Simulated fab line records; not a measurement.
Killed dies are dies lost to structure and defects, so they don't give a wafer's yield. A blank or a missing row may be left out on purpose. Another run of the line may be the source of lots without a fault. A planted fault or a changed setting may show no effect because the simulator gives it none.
Which tool was responsible? :: flow nand harc :: 13 lots, 39 wafers sampled, at 6 steps of a route of 1302

## WHAT THE GAUGES SHOWED, per wafer
NHARC_A_M0_INSPECT_11.
lot: L136
measured: day 23 05:23
on: defect inspect-01
raw defect count: 104 118 111

lot: L137
measured: day 23 13:55
on: defect inspect-01
raw defect count: 59 48 54

lot: L135
measured: day 23 15:46
on: defect inspect-02
raw defect count: 19 18 18

lot: L138
measured: day 23 16:14
on: defect inspect-01
raw defect count: 106 90 102

lot: L140
measured: day 25 10:34
on: defect inspect-01
raw defect count: 67 83 86

lot: L142
measured: day 25 21:19
on: defect inspect-02
raw defect count: 73 79 74

lot: L150
measured: day 28 17:44
on: defect inspect-02
raw defect count: 107 103 117

lot: L148
measured: day 28 21:44
on: defect inspect-01
raw defect count: 116 156 141

lot: L151
measured: day 28 23:44
on: defect inspect-01
raw defect count: 101 101 119

lot: L153
measured: day 30 07:10
on: defect inspect-02
raw defect count: 73 70 74

lot: L152
measured: day 30 09:11
on: defect inspect-02
raw defect count: 131 106 118

lot: L155
measured: day 31 03:14
on: defect inspect-02
raw defect count: 27 39 23

lot: L158
measured: day 32 16:14
on: defect inspect-01
raw defect count: 46 32 45

NHARC_A_M1_CD_MEAS_09: target cd 120 nm.
lot: L136
measured: day 23 09:17
on: cd sem-03
cd nm (nm): 119.8 120.3 120.2

lot: L137
measured: day 23 17:52
on: cd sem-03
cd nm (nm): 120.1 120.4 120.8

lot: L135
measured: day 23 19:48
on: cd sem-03
cd nm (nm): 120.9 119.9 120.5

lot: L138
measured: day 23 20:19
on: cd sem-02
cd nm (nm): 119.8 121.2 120.9

lot: L140
measured: day 25 14:24
on: cd sem-01
cd nm (nm): 119.6 123.1 120.2

lot: L142
measured: day 26 01:31
on: cd sem-03
cd nm (nm): 123.7 120.9 122.0

lot: L150
measured: day 28 21:34
on: cd sem-01
cd nm (nm): 120.4 120.8 120.8

lot: L148
measured: day 29 01:44
on: cd sem-02
cd nm (nm): 120.3 120.2 120.7

lot: L151
measured: day 29 03:38
on: cd sem-02
cd nm (nm): 120.6 121.0 120.4

lot: L153
measured: day 30 10:59
on: cd sem-03
cd nm (nm): 121.4 121.2 120.8

lot: L152
measured: day 30 13:01
on: cd sem-02
cd nm (nm): 120.9 121.2 120.0

lot: L155
measured: day 31 07:05
on: cd sem-02
cd nm (nm): 119.7 119.9 120.0

lot: L158
measured: day 32 20:20
on: cd sem-03
cd nm (nm): 119.8 120.4 119.9

NHARC_END_SORT_01.
lot: L137
measured: day 25 05:30
on: prober-02
defect limited yield (%): 92.6 93.4 94.7
killed at array: 46 41 34
killed at other: 1 0 1
killed at periphery: 3 4 1
killed dies: 50 45 36
killed open: 2 3 3
killed short: 6 2 1
sort_bin_2_pct (%): 1.6 2.2 1.8
sort_bin_3_pct (%): 0.6 0.7 0.6
sort_bin_4_pct (%): 5.2 3.7 3.0
sort n pass: 627 632 641
sort rim yield pct (%): 98 97 98
sort yield pct (%): 92.6 93.4 94.7

lot: L142
measured: day 27 13:22
on: prober-02
defect limited yield (%): 91.0 94.2 91.1
killed at array: 54 38 58
killed at other: 1 0 1
killed at periphery: 6 1 1
killed dies: 61 39 60
killed open: 7 6 1
killed short: 2 1 8
sort_bin_2_pct (%): 2.4 2.4 2.4
sort_bin_3_pct (%): 1.2 0.6 1.2
sort_bin_4_pct (%): 5.5 2.8 5.3
sort n pass: 616 638 617
sort rim yield pct (%): 96 88 92
sort yield pct (%): 91.0 94.2 91.1

lot: L151
measured: day 30 21:37
on: prober-01
defect limited yield (%): 89.7 89.8 91.0
killed at array: 68 64 55
killed at other: 0 0 0
killed at periphery: 2 5 6
killed dies: 70 69 61
killed open: 1 7 5
killed short: 2 2 0
sort_bin_2_pct (%): 3.0 3.5 3.4
sort_bin_3_pct (%): 1.8 0.9 0.7
sort_bin_4_pct (%): 5.6 5.8 4.9
sort n pass: 607 608 616
sort rim yield pct (%): 91 92 85
sort yield pct (%): 89.7 89.8 91.0

lot: L152
measured: day 31 22:51
on: prober-02
defect limited yield (%): 91.3 89.1 87.9
killed at array: 53 68 76
killed at other: 0 0 0
killed at periphery: 6 6 6
killed dies: 59 74 82
killed open: 4 3 3
killed short: 3 0 4
sort_bin_2_pct (%): 3.7 3.4 4.9
sort_bin_3_pct (%): 1.0 0.6 0.7
sort_bin_4_pct (%): 4.0 6.9 6.5
sort n pass: 618 603 595
sort rim yield pct (%): 86 79 85
sort yield pct (%): 91.3 89.1 87.9

lot: L155
measured: day 32 21:13
on: prober-02
defect limited yield (%): 95.4 94.7 96.6
killed at array: 28 33 22
killed at other: 1 1 1
killed at periphery: 2 2 0
killed dies: 31 36 23
killed open: 5 6 3
killed short: 3 3 3
sort_bin_2_pct (%): 1.6 1.3 0.9
sort_bin_3_pct (%): 0 0.1 0.4
sort_bin_4_pct (%): 3.0 3.8 2.1
sort n pass: 646 641 654
sort rim yield pct (%): 93 92 94
sort yield pct (%): 95.4 94.7 96.6

lot: L158
measured: day 34 08:59
on: prober-01
defect limited yield (%): 93.1 95.6 92.0
killed at array: 36 22 43
killed at other: 0 0 2
killed at periphery: 11 8 9
killed dies: 47 30 54
killed open: 3 3 3
killed short: 2 0 4
sort_bin_2_pct (%): 2.1 1.8 3.1
sort_bin_3_pct (%): 0.4 0.1 0.6
sort_bin_4_pct (%): 4.4 2.5 4.3
sort n pass: 630 647 623
sort rim yield pct (%): 92 94 89
sort yield pct (%): 93.1 95.6 92.0

## TOOL THAT RAN EACH LOT (tool first, then ch and the chambers of the sampled wafers, then the start)
lot: L136
NHARC_A_M0_ANNEAL_30: rtp anneal-02 ch 0, day 23 07:09
NHARC_A_M0_DEP_32: pecvd-02 ch 0,1,2, day 23 08:04
NHARC_A_M1_DEVELOP_08: litho track-04 ch 0, day 23 09:00

lot: L137
NHARC_A_M0_ANNEAL_30: rtp anneal-02 ch 0, day 23 15:43
NHARC_A_M0_DEP_32: pecvd-01 ch 0,1, day 23 16:37
NHARC_A_M1_DEVELOP_08: litho track-01 ch 0, day 23 17:00

lot: L135
NHARC_A_M0_ANNEAL_30: rtp anneal-01 ch 0, day 23 17:35
NHARC_A_M0_DEP_32: pecvd-02 ch 0,1,2, day 23 18:34
NHARC_A_M1_DEVELOP_08: litho track-04 ch 0, day 23 19:00

lot: L138
NHARC_A_M0_ANNEAL_30: rtp anneal-02 ch 0, day 23 18:00
NHARC_A_M0_DEP_32: pecvd-01 ch 1,2, day 23 18:58
NHARC_A_M1_DEVELOP_08: litho track-04 ch 0, day 23 20:00

lot: L140
NHARC_A_M0_ANNEAL_30: rtp anneal-01 ch 0, day 25 12:20
NHARC_A_M0_DEP_32: pecvd-03 ch 0,1, day 25 13:19
NHARC_A_M1_DEVELOP_08: litho track-04 ch 0, day 25 14:00

lot: L142
NHARC_A_M0_ANNEAL_30: rtp anneal-01 ch 0, day 25 23:29
NHARC_A_M0_DEP_32: pecvd-03 ch 0,1,2, day 26 00:26
NHARC_A_M1_DEVELOP_08: litho track-04 ch 0, day 26 01:00

lot: L150
NHARC_A_M0_ANNEAL_30: rtp anneal-02 ch 0, day 28 19:35
NHARC_A_M0_DEP_32: pecvd-02 ch 0,1,2, day 28 20:29
NHARC_A_M1_DEVELOP_08: litho track-04 ch 0, day 28 21:00

lot: L148
NHARC_A_M0_ANNEAL_30: rtp anneal-02 ch 0, day 28 23:31
NHARC_A_M0_DEP_32: pecvd-02 ch 0,2, day 29 00:32
NHARC_A_M1_DEVELOP_08: litho track-04 ch 0, day 29 01:00

lot: L151
NHARC_A_M0_ANNEAL_30: rtp anneal-02 ch 0, day 29 01:30
NHARC_A_M0_DEP_32: pecvd-02 ch 0,2, day 29 02:25
NHARC_A_M1_DEVELOP_08: litho track-04 ch 0, day 29 03:00

lot: L153
NHARC_A_M0_ANNEAL_30: rtp anneal-01 ch 0, day 30 08:54
NHARC_A_M0_DEP_32: pecvd-02 ch 0,2, day 30 09:52
NHARC_A_M1_DEVELOP_08: litho track-04 ch 0, day 30 10:00

lot: L152
NHARC_A_M0_ANNEAL_30: rtp anneal-02 ch 0, day 30 10:57
NHARC_A_M0_DEP_32: pecvd-01 ch 0,1,2, day 30 11:52
NHARC_A_M1_DEVELOP_08: litho track-04 ch 0, day 30 12:00

lot: L155
NHARC_A_M0_ANNEAL_30: rtp anneal-02 ch 0, day 31 04:58
NHARC_A_M0_DEP_32: pecvd-01 ch 1,2, day 31 05:58
NHARC_A_M1_DEVELOP_08: litho track-06 ch 0, day 31 07:00

lot: L158
NHARC_A_M0_ANNEAL_30: rtp anneal-02 ch 0, day 32 18:04
NHARC_A_M0_DEP_32: pecvd-03 ch 0,1, day 32 19:05
NHARC_A_M1_DEVELOP_08: litho track-01 ch 0, day 32 20:00
- NHARC_A_M0_ANNEAL_30: time 90 s.
- NHARC_A_M0_DEP_32: deposits SiCN, target thk 30 nm.
- NHARC_A_M1_DEVELOP_08: develop time 35 s.

## WHAT THE TOOLS THEMSELVES READ (means of the sampled wafers that have a number; where no wafer has one, the mark that the record gives instead)
NHARC_A_M0_ANNEAL_30.
lot: L136
tool: rtp anneal-02
wafer_temp_C_max: 226.2

lot: L137
tool: rtp anneal-02
wafer_temp_C_max: 226.8

lot: L135
tool: rtp anneal-01
wafer_temp_C_max: 225.6

lot: L138
tool: rtp anneal-02
wafer_temp_C_max: 226.4

lot: L140
tool: rtp anneal-01
wafer_temp_C_max: 225.5

lot: L142
tool: rtp anneal-01
wafer_temp_C_max: 225.8

lot: L150
tool: rtp anneal-02
wafer_temp_C_max: 226.6

lot: L148
tool: rtp anneal-02
wafer_temp_C_max: 226.4

lot: L151
tool: rtp anneal-02
wafer_temp_C_max: 226.2

lot: L153
tool: rtp anneal-01
wafer_temp_C_max: 225.9

lot: L152
tool: rtp anneal-02
wafer_temp_C_max: 226.6

lot: L155
tool: rtp anneal-02
wafer_temp_C_max: 226.3

lot: L158
tool: rtp anneal-02
wafer_temp_C_max: 226.5

NHARC_A_M0_DEP_32.
lot: L136
tool: pecvd-02
heater power w (W): 553

lot: L137
tool: pecvd-01
heater power w (W): 645

lot: L135
tool: pecvd-02
heater power w (W): 545

lot: L138
tool: pecvd-01
heater power w (W): 697

lot: L140
tool: pecvd-03
heater power w (W): 600

lot: L142
tool: pecvd-03
heater power w (W): 601

lot: L150
tool: pecvd-02
heater power w (W): 545

lot: L148
tool: pecvd-02
heater power w (W): 586

lot: L151
tool: pecvd-02
heater power w (W): 550

lot: L153
tool: pecvd-02
heater power w (W): 596

lot: L152
tool: pecvd-01
heater power w (W): 664

lot: L155
tool: pecvd-01
heater power w (W): 704

lot: L158
tool: pecvd-03
heater power w (W): 552

## THE ANSWER, worked out from the rows above alone
Rule: the lots themselves supply what counts as usual. The widest of any qualifying gaps counts: lots, ordered by their means at a reading, are off when they make up no more than a third of the lots, leave a main group of 4 or more, and stand apart from it by 3 or more times the standard deviation of that group's means. Not used: any main group whose means are identical at the precision the tables above print for the reading. Also off: a lot with no number at a reading for which 4 or more lots have one. Where the step has rows for the other lots, those lots are counted as sound. The gauges are gone through in route order, then the tools' own readings, and for those a lot's mean is taken as printed above. At the first step where some lot is off, the reading lying furthest off is the one used; lots without a number count as furthest.
Nothing can be told from this: no lot is off at any reading shown.

## WHAT WAS PUT IN BY THE SIMULATOR
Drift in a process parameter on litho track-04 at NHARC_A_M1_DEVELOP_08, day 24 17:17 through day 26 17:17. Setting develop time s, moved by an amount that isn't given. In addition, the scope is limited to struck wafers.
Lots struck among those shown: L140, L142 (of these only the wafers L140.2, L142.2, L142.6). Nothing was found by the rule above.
